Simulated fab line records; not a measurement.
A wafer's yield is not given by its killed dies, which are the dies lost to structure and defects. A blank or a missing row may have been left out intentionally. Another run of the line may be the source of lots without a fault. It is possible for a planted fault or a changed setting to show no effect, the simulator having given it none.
fab line records	flow n5-finfet
record: lots: 11	wafers: 33	last-day: 17
route steps=1938 shown BEOL_M8@1368
lots untouched by any fault: they come from a run of this same line in which no faults occurred
start-h: the number of hours between the record's first day and the start of the first shown wafer of the lot	wait-h: hours elapsed since this lot's preceding step	" the same as in the row above	L1.1+2: a row that stands for several wafers	- no value, or no start given	* or withheld: withheld	< > ~ a bound
route shown NAME@n: names a module that has steps shown in the file, with the first one's number in the route	usual: mean and standard deviation over wafers with no fault	same: alike in all rows	chamber/n: place in a boat	sites: readings site by site	_std_site: how widely they spread, as a standard deviation	_edge_site: mean of outer sites minus mean of inner sites	radius-mm: how far each site lies from the wafer's centre	mask NAME#n: copy n	behind: the last tool/chamber to shape the wafer	hold: why the lot went on hold/how many hours it stayed there/how the hold came to an end	device: which transistor (n, p or np) failed to switch	end of line: tests of these same wafers at the route's end	a step without rows: its recipe alone	killed: dies that structure and defects cost at the first sort, which is not the same as the wafer's yield	map: dies across one wafer; x = killed, . = not, _ = none there
set.NAME: the setting that was run; set.NAME@STEP: the one run at that earlier step	model.NAME: the simulator's own value behind a step, which no gauge read
one table for each step of the route and one row for each wafer, over a sample of lots
services: from which hour (start-h, from the record's first day; less than 0 if before it) a tool's chamber was out of use, for how many hours, and why
== steps ==
step: N5_BEOL_M8_DESCUM_33
recipe: chemistry: O2	time-s: 7	source-power-w: 50	bias-power-w: 20	pressure-mtorr: 20	rf-frequency-hz: 2.712e+07	temp-c: 40	resist: CAR-EUV	o2-flow-sccm: 225
usual: drypump-motor-current-A: 5.5/0.5	oes-product-au: 0.78/0.08	rf-vpp-V: 243.1/1.5	showerhead-plenum-p-Torr: 2.09/0.088	throttle-valve-pct: 20.48/0.22
same: time-s: 7
lot.wafer	tool	chamber	start-h	wait-h	drypump-motor-current-A	oes-product-au	rf-hours-counter-h	rf-vpp-V	showerhead-plenum-p-Torr	throttle-valve-pct
L257.2	rie-diel-05	0	213.14	0.4	5.9	0.76	134	245.7	2.19	20.69
L257.3	"	1	"	"	5.1	0.86	51	242.2	2.02	20.16
L257.4	"	2	"	"	5.4	0.87	62	243.7	2.21	20.22
L260.3	rie-diel-04	3	224.45	0.1	5.1	0.76	142	243.6	2.09	20.57
L260.4	"	2	"	"	6.3	0.84	-	241.0	2.04	20.72
L260.5	"	1	"	"	5.8	0.74	-	241.2	1.98	20.27
L267.1	rie-diel-05	0	274.73	0.2	5.9	0.74	157	243.6	2.18	20.73
L267.2	"	3	"	"	6.4	0.95	9	245.3	2.23	20.13
L267.4	"	1	"	"	5.1	0.84	76	243.3	2.01	20.20
L268.2	rie-diel-06	2	276.46	0.0	5.3	0.70	221	244.3	2.07	20.64
L268.4	"	1	"	"	5.6	0.70	223	242.7	2.07	20.84
L268.5	"	3	"	"	4.8	0.90	-	245.2	2.22	20.45
L269.3	rie-diel-04	2	276.79	0.1	6.3	0.81	90	241.5	2.04	20.74
L269.4	"	0	"	"	5.8	0.66	247	245.3	2.13	20.40
L269.5	"	1	"	"	5.9	0.72	-	241.7	1.98	20.28
L272.3	rie-diel-06	3	296.39	0.0	4.9	0.87	43	245.7	2.22	20.46
L272.4	"	1	"	"	5.6	0.70	229	241.7	2.07	20.85
L272.5	"	1	"	"	5.6	0.69	-	241.7	2.07	20.86
L273.1	rie-diel-05	1	299.23	0.3	5.1	0.82	85	242.3	2.01	20.22
L273.2	"	2	"	"	5.4	0.82	95	244.3	2.20	20.25
L273.5	"	1	"	"	5.1	0.82	-	242.3	2.01	20.21
L274.3	rie-diel-06	1	313.73	0.0	5.6	0.69	235	242.0	2.06	20.87
L274.4	"	3	"	"	4.8	0.87	50	245.4	2.22	20.47
L274.6	"	3	"	"	4.9	0.88	-	245.1	2.22	20.47
L277.3	rie-diel-05	2	328.94	0.3	5.3	0.80	105	244.0	2.20	20.28
L277.5	"	1	"	"	5.1	0.82	-	240.9	2.01	20.24
L277.6	"	0	"	"	5.9	0.73	-	244.8	2.17	20.75
L276.1	rie-diel-06	1	329.29	0.6	5.6	0.69	241	242.8	2.06	20.87
L276.4	"	3	"	"	4.9	0.88	56	244.5	2.22	20.48
L276.6	"	2	"	"	5.3	0.70	-	243.5	2.06	20.66
L278.1	rie-diel-04	0	331.47	0.0	5.7	0.95	8	242.9	2.13	20.08
L278.2	"	1	"	"	5.8	0.71	234	240.5	1.97	20.31
L278.5	"	1	"	"	5.9	0.70	-	241.0	1.97	20.32
step: N5_BEOL_M8_CURE_75
recipe: temp-c: 370	time-s: 120	ambient: DMADMS/He	material: SiCOH_lowk
usual: lamp-power-pct: 52.31/0.056	run-length-s: 178.8/1.5	time-s: 120/0	wafer_temp_C_max: 371.7/0.47
lot.wafer	tool	chamber	start-h	wait-h	lamp-power-pct	run-length-s	time-s	wafer_temp_C_max
L257.2	uv-cure-01	0	213.88	0.1	52.29	181.4	120	372.0
L257.3	"	0	"	"	52.43	181.1	120	371.8
L257.4	"	0	"	"	52.24	181.1	120	371.7
L260.3	uv-cure-02	1	225.78	0.7	52.35	178.4	120	371.3
L260.4	"	1	"	"	52.32	178.5	120	371.2
L260.5	"	1	"	"	52.33	178.5	120	371.5
L267.1	uv-cure-02	1	275.42	0.1	52.23	178.4	120	371.5
L267.2	"	1	"	"	52.30	178.5	120	371.4
L267.4	"	1	"	"	52.43	178.5	120	371.1
L268.2	uv-cure-01	1	277.13	0.1	-	-	-	-
L268.4	"	1	"	"	-	-	-	-
L268.5	"	1	"	"	-	-	-	-
L269.3	uv-cure-03	0	277.51	0.1	-	-	-	-
L269.4	"	0	"	"	-	-	-	-
L269.5	"	0	"	"	-	-	-	-
L272.3	uv-cure-02	0	297.12	0.1	52.33	178.8	120	371.4
L272.4	"	0	"	"	52.28	178.5	120	372.5
L272.5	"	0	"	"	52.32	178.3	120	372.1
L273.1	uv-cure-01	1	300.06	0.3	52.25	177.9	120	371.5
L273.2	"	1	"	"	52.29	178.0	120	372.2
L273.5	"	1	"	"	52.30	177.6	120	371.8
L274.3	uv-cure-03	1	314.56	0.2	52.30	182.7	120	371.4
L274.4	"	1	"	"	52.23	182.4	120	371.3
L274.6	"	1	"	"	52.31	182.0	120	371.7
L277.3	uv-cure-03	2	329.66	0.1	52.44	177.9	120	371.8
L277.5	"	2	"	"	52.32	177.8	120	371.8
L277.6	"	2	"	"	52.31	177.7	120	371.6
L276.1	uv-cure-01	1	329.91	0.0	52.28	177.6	120	371.8
L276.4	"	1	"	"	52.31	177.6	120	373.1
L276.6	"	1	"	"	52.24	177.8	120	371.8
L278.1	uv-cure-03	1	332.09	0.0	52.36	178.4	120	370.8
L278.2	"	1	"	"	52.33	178.6	120	371.1
L278.5	"	1	"	"	52.33	178.8	120	371.1
step: N5_BEOL_M8_DEGAS_44
recipe: ambient: vacuum	temp-c: 250	time-s: 60
usual: heater-power-w: 328/26
same: time-s: 60
lot.wafer	tool	chamber	start-h	wait-h	heater-power-w
L257.2	pvd-sputter-02	-	214.72	0.7	360
L257.3	"	-	"	"	327
L257.4	"	-	"	"	357
L260.3	pvd-sputter-02	-	226.03	0.2	316
L260.4	"	-	"	"	358
L260.5	"	-	"	"	362
L267.1	pvd-sputter-03	-	275.76	0.3	331
L267.2	"	-	"	"	318
L267.4	"	-	"	"	301
L268.2	pvd-sputter-02	-	277.65	0.5	350
L268.4	"	-	"	"	350
L268.5	"	-	"	"	356
L269.3	pvd-sputter-03	-	278.00	0.4	325
L269.4	"	-	"	"	329
L269.5	"	-	"	"	315
L272.3	pvd-sputter-03	-	297.66	0.5	303
L272.4	"	-	"	"	316
L272.5	"	-	"	"	323
L273.1	pvd-sputter-02	-	300.52	0.4	353
L273.2	"	-	"	"	328
L273.5	"	-	"	"	358
L274.3	pvd-sputter-03	-	315.13	0.5	332
L274.4	"	-	"	"	326
L274.6	"	-	"	"	277
L277.3	pvd-sputter-01	-	330.35	0.6	308
L277.5	"	-	"	"	313
L277.6	"	-	"	"	299
L276.1	pvd-sputter-02	-	330.57	0.6	314
L276.4	"	-	"	"	360
L276.6	"	-	"	"	362
L278.1	pvd-sputter-02	-	333.71	1.6	367
L278.2	"	-	"	"	319
L278.5	"	-	"	"	364
step: N5_BEOL_M8_CMP_52
recipe: stop-on: SiCOH_lowk	t-overpolish-s: 6.9	down-force-psi: 1	platen-rpm: 50	clearing-platen-down-force-psi: 1.5	clearing-platen-rpm: 50	post-cmp-clean: cu-alkaline	target-thk-nm: 80	clearing-platen-pad-velocity-m-s: 0.99484	pad-velocity-m-s: 0.99484
usual: barrier-field-endpoint-s: 29.1/0.74	clearing-platen-down-force-psi: 1.499/0.003	clearing-platen-rpm: 50.00/0.031	motor-current-A: 6.6/0.72	overpolish-run-s: 6.901/0.0086	time-to-endpoint-s: 63/3.6
lot.wafer	tool	chamber	start-h	wait-h	barrier-field-endpoint-s	clearing-platen-down-force-psi	clearing-platen-rpm	motor-current-A	overpolish-run-s	time-to-endpoint-s
L257.4	cmp-02	2	217.69	0.1	27.6	1.500	49.96	6.1	6.899	53
L257.2	"	0	"	"	28.6	1.505	50.02	6.9	6.903	60
L257.3	"	1	"	"	28.6	1.504	50.00	6.4	6.887	56
L260.4	cmp-03	2	228.47	0.1	28.6	1.492	50.08	5.5	6.902	64
L260.3	"	3	"	"	30.0	1.497	50.04	7.7	6.883	65
L260.5	"	2	"	"	29.2	1.499	50.00	5.0	6.909	62
L267.4	cmp-02	2	277.55	0.1	28.0	1.497	49.99	6.1	6.895	57
L267.2	"	3	"	"	28.7	1.503	50.01	6.4	6.919	63
L267.1	"	1	"	"	28.2	1.501	50.01	6.6	6.916	60
L268.2	cmp-02	3	279.56	0.2	29.2	1.496	49.98	6.8	6.902	62
L268.4	"	0	"	"	28.8	1.498	50.03	6.8	6.893	63
L268.5	"	3	"	"	30.3	1.495	50.02	6.6	6.902	67
L269.4	cmp-04	0	280.06	0.1	28.7	1.504	50.01	6.2	6.910	65
L269.3	"	1	"	"	28.3	1.495	50.03	7.7	6.896	61
L269.5	"	0	"	"	27.9	1.500	49.98	6.3	6.900	62
L272.4	cmp-04	3	299.05	0.2	31.2	1.502	49.97	5.7	6.914	70
L272.3	"	1	"	"	29.6	1.501	50.01	7.6	6.903	64
L272.5	"	2	"	"	30.7	1.502	50.03	7.6	6.896	69
L273.1	cmp-04	2	302.84	0.3	29.3	1.504	50.05	7.0	6.901	68
L273.2	"	3	"	"	29.1	1.502	50.04	5.3	6.917	67
L273.5	"	1	"	"	29.5	1.493	50.00	7.2	6.898	63
L274.3	cmp-02	3	319.60	0.2	30.0	1.499	49.99	6.5	6.909	66
L274.4	"	0	"	"	29.8	1.499	50.06	6.9	6.886	61
L274.6	"	3	"	"	29.0	1.499	49.96	6.8	6.901	63
L277.3	cmp-04	3	331.63	0.3	29.5	1.501	49.96	5.9	6.900	67
L277.6	"	0	"	"	28.5	1.495	49.99	5.9	6.911	63
L277.5	"	1	"	"	29.5	1.501	50.00	7.4	6.899	64
L276.4	cmp-02	1	332.45	0.2	27.8	1.501	50.00	6.7	6.896	57
L276.1	"	2	"	"	27.7	1.500	50.04	6.1	6.891	57
L276.6	"	1	"	"	28.7	1.494	50.01	6.0	6.904	59
L278.1	cmp-02	0	336.67	0.3	29.2	1.503	50.00	6.9	6.903	59
L278.2	"	1	"	"	27.5	1.499	50.06	6.3	6.901	56
L278.5	"	3	"	"	29.5	1.500	49.97	6.7	6.888	62
== services ==
tool	chamber	start-h	hours	kind
cmp-04	-	198.53	0.2	repair
cmp-02	-	200.12	5.6	pm
rie-diel-04	-	212.56	0.5	repair
rie-diel-05	0	213.29	4.7	repair
rie-diel-06	-	216.71	2.8	pm
uv-cure-01	-	217.77	2.1	pm
uv-cure-02	-	221.96	3.4	pm
cmp-02	-	224.03	4.0	pm
rie-diel-04	0	224.29	7.6	repair
rie-diel-04	-	228.63	2.8	pm
cmp-04	-	233.49	3.8	repair
uv-cure-02	-	235.10	28.1	pm
cmp-02	-	235.30	2.8	repair
uv-cure-01	-	249.88	0.8	repair
rie-diel-06	3	258.82	2.4	repair
uv-cure-01	-	277.81	1.0	repair
cmp-02	-	286.37	0.2	repair
uv-cure-01	-	291.28	2.8	pm
uv-cure-03	-	296.03	1.0	repair
uv-cure-02	-	299.19	2.8	pm
cmp-04	-	299.99	1.2	repair
pvd-sputter-02	-	316.01	7.5	repair
rie-diel-06	1	330.77	13.6	repair
uv-cure-03	-	331.00	0.5	repair
== key ==
first-sign: step: N5_BEOL_M8_CURE_75	reading: tool-record	direction: missing
effect none on later readings
met-at N5_BEOL_M8_CURE_75
struck-lots L268,L269
not-acting-at N5_BEOL_M8_DESCUM_33,N5_BEOL_M8_DEGAS_44,N5_BEOL_M8_CMP_52
onset-between 213.88 277.13
fault: kind: skipped-step-whole	tool: uv-cure-01,uv-cure-03	chamber: -	onset-h: 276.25	steps: N5_BEOL_M8_CURE_75	scope: struck-lots-only
